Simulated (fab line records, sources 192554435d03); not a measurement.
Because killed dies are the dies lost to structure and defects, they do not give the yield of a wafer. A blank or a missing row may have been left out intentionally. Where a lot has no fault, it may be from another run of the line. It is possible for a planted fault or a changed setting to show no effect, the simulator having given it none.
Problem report, 8D (eight disciplines) form, completed by code	flow n5-finfet	the parts of the form that need people (team, actions taken, sign-off) are left out

== 1. THE ISSUE ==
Mean of rf-fwd-power-W at N5_HKMG_FIN_ETCH_32: 1038.5 W across 2 wafers in 2 lots; on wafers with no fault it is 838.1 W (standard deviation 2.5). That is +80 standard deviations from the usual mean.
The step: etches SOC in N2/H2, target depth 240 nm, time 300 s.
First seen on wafer L187.1, day 8 10:01, on rie-diel-05. The record holds 18 wafers of 6 lots with a number at this step. By rule, "out" or "out of limits" means more than 4 standard deviations away from the usual mean. The other wafers with a number count as sound.

== 2. WHAT IT IS AND WHAT IT IS NOT ==
question	is	is not
which readings at this step	rf-fwd-power-W, rf-vpp-V	drypump-motor-current-A, oes-product-au, showerhead-plenum-p-Torr, throttle-valve-pct
which lots	L187, L188	L177, L179, L190, L192
which wafers of those lots	L187.1, L188.1	L187.4, L187.6, L188.2, L188.3
read on which tools	rie-diel-05	rie-diel-04, rie-diel-06
when	from day 8 10:01	up to then (8 sound wafers); but 8 sound wafers of L188, L190, L192 came after

== 3. SUSPECTS, AND WHAT RULES EACH OUT ==
Counting: any tool at a process step up to the reading remains a suspect provided it ran every lot that is out. Sound lots after the first of them don't rule it out here, since some wafers of a struck lot are sound.
- rie-diel-05 at N5_HKMG_FIN_DESCUM_17 (chemistry O2, time 7.9 s): kept. It ran every lot that is out, first L187 (day 8 09:55); its last sound lot up to then is L179 (day 6 11:20).
- rie-diel-05 at N5_HKMG_FIN_ETCH_31 (etches SiARC in CF4, target depth 45.5 nm, time 75.8 s): kept. It ran every lot that is out, first L187 (day 8 09:58); its last sound lot up to then is L179 (day 6 11:22).
- rie-diel-05 at N5_HKMG_FIN_ETCH_32 (etches SOC in N2/H2, target depth 240 nm, time 300 s): kept. It ran every lot that is out, first L187 (day 8 10:01); its last sound lot up to then is L179 (day 6 11:25). On those wafers its own readings are out: rf-fwd-power-W, rf-vpp-V.
- At N5_HKMG_FIN_DESCUM_17, inside rie-diel-05: chamber 0 took the wafers that are out, while their sound lot-mates went through chambers 2, 3.
- At N5_HKMG_FIN_ETCH_31, inside rie-diel-05: chamber 0 took the wafers that are out, while their sound lot-mates went through chambers 2, 3.
- At N5_HKMG_FIN_ETCH_32, inside rie-diel-05: chamber 0 took the wafers that are out, while their sound lot-mates went through chambers 2, 3.
The count leaves rie-diel-05 at N5_HKMG_FIN_DESCUM_17, rie-diel-05 at N5_HKMG_FIN_ETCH_31, and rie-diel-05 at N5_HKMG_FIN_ETCH_32.

== 4. THE CAUSE (what the simulator had put in) ==
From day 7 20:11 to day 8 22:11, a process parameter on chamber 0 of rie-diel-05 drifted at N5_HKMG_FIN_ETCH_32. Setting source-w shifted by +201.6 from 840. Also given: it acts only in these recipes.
After counting, 3 suspects remain, this tool included.

== 5. THE EFFECT CHAIN, in route order ==
One row per reading whose mean, taken over the struck wafers that have a number, lies over 3 standard deviations from the usual. Scope: only readings with a usual standard deviation given in the record; hours: median across lots of the time from each lot's start at the first step in this table that gives one to its start at this step; sigmas: change in usual standard deviations.
hours	step	reading	usual	on struck wafers	change	sigmas
0	N5_HKMG_FIN_ETCH_32	rf-fwd-power-W	838.1 W	1038.5	+200.4	+80
0	N5_HKMG_FIN_ETCH_32	rf-vpp-V	523.1 V	487.3	-35.8	-14
Its process steps:
- N5_HKMG_FIN_ETCH_32: etches SOC in N2/H2, target depth 240 nm, time 300 s.
Later measuring or inspecting steps at which every struck wafer that the step has a row for has a number for every such reading, and none has moved that far: N5_BEOL_M4_RC_MEAS_101.

== 6. HOW IT WOULD HAVE BEEN CAUGHT EARLIER ==
14 hours passed between the start of the fault at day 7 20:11 and the first reading out of limits in this record, taken at day 8 10:01.
